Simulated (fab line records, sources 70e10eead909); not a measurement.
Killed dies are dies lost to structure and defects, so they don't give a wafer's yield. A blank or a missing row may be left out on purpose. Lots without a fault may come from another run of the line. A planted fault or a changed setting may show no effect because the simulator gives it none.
Chamber matching | flow nand_harc | NHARC_A_CHANNEL_FILL_D2_STRIP_28 on rie_diel-02: 4 sister chambers
The step strips in O2, time 20 s. 8 wafers are shown with their chamber, then 10 later ones without.

WAFERS WITH THEIR CHAMBER
wafer  | chamber | drypump_motor_current_A (A) | oes_product_au (a.u.)
L079.3 | 2       | 6.3                         | 1.010
L079.6 | 2       | 6.4                         | 1.010
L087.2 | 1       | 5.7                         | 0.993
L087.6 | 3       | 5.7                         | 1.003
L091.2 | 1       | 5.8                         | 0.984
L091.6 | 0       | 6.0                         | 0.973
L088.3 | 3       | 5.7                         | 0.996
L088.5 | 0       | 6.0                         | 0.966

WAFERS WITHOUT THEIR CHAMBER
wafer  | drypump_motor_current_A (A) | oes_product_au (a.u.)
L088.6 | 5.8                         | 0.980
L093.3 | 6.4                         | 0.993
L093.5 | 5.7                         | 1.000
L093.6 | 6.0                         | 0.980
L095.1 | 5.8                         | 0.989
L095.4 | 5.7                         | 1.004
L095.5 | 5.7                         | 1.001
L097.1 | 6.4                         | 1.001
L097.3 | 5.8                         | 1.002
L097.4 | 6.1                         | 0.973

WHICH CHAMBER EACH WENT THROUGH
wafer  | from the rows above     | in truth
L088.6 | 1                       | 1
L093.3 | 2                       | 2
L093.5 | 3                       | 3
L093.6 | 0                       | 0
L095.1 | can't be placed: 1 or 3 | 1
L095.4 | 3                       | 3
L095.5 | 3                       | 3
L097.1 | 2                       | 2
L097.3 | can't be placed: 3 or 1 | 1
L097.4 | 0                       | 0
Placed correctly: 8 of 10. Can't be placed from these rows: 2 (the true chamber is among the candidates in 2). Placed wrongly: 0.
How it was worked out, from the rows above alone: a wafer's distance from a chamber is the root of the sum, over the readings, of the square of ((its reading less the chamber's mean) divided by the reading's scatter). The wafer belongs to the nearest chamber; if the next one is less than 2 further off, it can't be placed. A chamber's mean is the mean of its shown wafers. The scatter: the root of (the sum of the squares of (reading less its chamber's mean) over the shown wafers, divided by (wafers less chambers)).
